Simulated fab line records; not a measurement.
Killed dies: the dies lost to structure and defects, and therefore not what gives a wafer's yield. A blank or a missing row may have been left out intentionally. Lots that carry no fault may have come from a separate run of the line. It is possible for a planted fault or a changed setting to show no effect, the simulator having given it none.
Matching of chambers | flow nand harc | NHARC_P_GATE_DESCUM_93 on rie diel-02 has 4 sister chambers
The step chemistry O2, time 3 s. 8 wafers are shown with their chamber, then 10 later ones without.

WAFERS PAIRED WITH THEIR CHAMBERS
wafer  | chamber | drypump motor current A (A) | showerhead plenum p Torr (Torr)
L084.3 | 0       | 6.0                         | 1.90
L084.1 | 3       | 5.4                         | 1.93
L084.4 | 1       | 5.5                         | 1.96
L086.1 | 3       | 5.4                         | 1.93
L086.2 | 2       | 5.2                         | 1.78
L086.4 | 1       | 5.5                         | 1.96
L093.1 | 2       | 5.2                         | 1.78
L093.3 | 0       | 5.9                         | 1.89

WAFERS MISSING THEIR CHAMBER
wafer  | drypump motor current A (A) | showerhead plenum p Torr (Torr)
L093.6 | 5.5                         | 1.95
L095.1 | 5.9                         | 1.89
L095.2 | 5.5                         | 1.95
L095.4 | 5.2                         | 1.78
L096.1 | 5.4                         | 1.92
L096.3 | 5.5                         | 1.95
L096.5 | 5.2                         | 1.78
L097.1 | 5.4                         | 1.92
L097.4 | 5.2                         | 1.78
L097.6 | 6.0                         | 1.89

CHAMBER TAKEN BY EACH
wafer  | from the rows above | in truth
L093.6 | 1                   | 1
L095.1 | 0                   | 0
L095.2 | 1                   | 1
L095.4 | 2                   | 2
L096.1 | 3                   | 3
L096.3 | 1                   | 1
L096.5 | 2                   | 2
L097.1 | 3                   | 3
L097.4 | 2                   | 2
L097.6 | 0                   | 0
Placed correctly: 10 of 10. Number that these rows cannot place: 0. Wrongly placed: 0.
How it was worked out, from the rows above alone: a wafer's distance from a chamber is the root of the sum, over the readings, of the square of ((its reading less the chamber's mean) divided by the reading's scatter). If the next closest chamber is less than 2 further off than the closest, the wafer can't be placed; otherwise it belongs to the closest. For every chamber, the mean is computed from those of its wafers that are shown. The scatter is the square root of a quotient: the sum, over the shown wafers, of each reading's squared deviation from its chamber's mean, divided by wafers minus chambers.
